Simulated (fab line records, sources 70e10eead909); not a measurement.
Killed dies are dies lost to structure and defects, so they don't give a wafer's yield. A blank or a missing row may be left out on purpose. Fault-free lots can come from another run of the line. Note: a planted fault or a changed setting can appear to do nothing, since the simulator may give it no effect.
A struck lot beside a sound one || flow nand harc || 14 out of 1302 route steps
Sound: wafers L675.2, L675.5, L675.6. The struck wafers were L666.2, L666.4, L666.5. The cause is given at the end.
At each step with rows: each side's tool, then ch and its chambers, then its first start. Under that, the readings that differ: sound wafers || struck wafers || difference of the means || sigmas: that difference in standard deviations of wafers without a fault.
alike: readings with means less than 2 such deviations apart, plus words and numbers identical on both sides. not compared: withheld readings, readings lacking a value on some wafer, bounds such as >300 that could conceal the same value, and numbers that have no deviation in the record and whose values overlap.
Wherever a step has rows on one side only, a row that says differs or no value, or a row with sigmas, the two part there. When numbers do not overlap yet have no deviation, they are printed without sigmas and do not part them. A reading that every wafer of one side lacks parts them only if that side has two wafers or more.

first, 4 steps without rows for these wafers: NHARC_P_BONDPAD_EBR_05; NHARC_P_BONDPAD_EXPOSE_06 (exposes mask P BPAD); NHARC_P_BONDPAD_PEB_07 (peb time 80 s); NHARC_P_BONDPAD_DEVELOP_08 (time 50 s).
NHARC_P_BONDPAD_CD_MEAS_09: target cd 500 nm.
  sound on cd sem-01 ch 0, day 13 16:21; struck on cd sem-01 ch 0, day 9 22:17
  alike: cd nm
NHARC_P_BONDPAD_OVL_MEAS_38:
  sound on overlay-01 at day 13 16:26; struck on overlay-01 at day 9 22:23
  alike: overlay x nm, overlay y nm
then, 1 step without rows for these wafers: NHARC_P_BONDPAD_HARDBAKE_10 (time 65 s).
NHARC_P_BONDPAD_DESCUM_11: chemistry O2, time 3 s.
  sound on rie diel-10 ch 0,3, day 13 16:34; struck on rie diel-10 ch 1,3, day 9 22:30
  alike: chamber pressure mTorr, drypump motor current A, oes product au, rf vpp V, showerhead plenum p Torr, throttle valve pct
  not compared: rf hours counter h
NHARC_P_BONDPAD_ETCH_37: etches the open film in N2/H2, target depth 60 nm, overetch 18 nm, time 65.91 s.
  sound on rie diel-10 ch 0,2,3, day 13 16:40; struck on rie diel-10 ch 0,1,3, day 9 22:35
  alike: bias w, chamber pressure mTorr, drypump motor current A, oes product au, rf vpp V, showerhead plenum p Torr, throttle valve pct
  not compared: rf hours counter h
NHARC_P_BONDPAD_ETCH_12: etches the open film in CHF3/O2, target depth 200 nm, time 100 s.
  sound: rie diel-10 ch 0,1,2; struck: rie diel-10 ch 0,1,3
  alike: bias w, chamber pressure mTorr, drypump motor current A, oes product au, rf vpp V, showerhead plenum p Torr, throttle valve pct
  not compared: rf hours counter h
NHARC_P_BONDPAD_CD_MEAS_13:
  sound on cd sem-03 at day 13 16:52; struck on cd sem-01 at day 9 22:49
  alike: cd nm
NHARC_P_BONDPAD_STRIP_15: strips in O2.
  sound on rie diel-10 ch 1,2,3, day 13 16:59; struck on rie diel-10 ch 0,1,2, day 9 22:55
  alike: chamber pressure mTorr, drypump motor current A, oes product au, rf vpp V, showerhead plenum p Torr, throttle valve pct
  not compared: rf hours counter h
NHARC_P_BONDPAD_ETCH_24: etches the open film in CF4/N2, target depth 30 nm, time 72.99 s.
  sound on rie diel-10 ch 2,3, day 13 17:06; struck on rie diel-10 ch 0,2,3, day 9 23:04
  no value came back on the struck wafers for any of 8 readings (bias w (W), cf4 flow sccm (sccm) and others); on the sound wafers bias w (W) reads 100.40 100.20 100.23
  not compared: rf hours counter h
then, 1 step without rows for these wafers: NHARC_P_BONDPAD_STRIP_16 (strips in post etch residue remover, time 600 s).

== WHERE THEY PART ==
At NHARC_P_BONDPAD_ETCH_24 and nowhere else, as far as this record goes.

WHY: whatever the simulator had introduced
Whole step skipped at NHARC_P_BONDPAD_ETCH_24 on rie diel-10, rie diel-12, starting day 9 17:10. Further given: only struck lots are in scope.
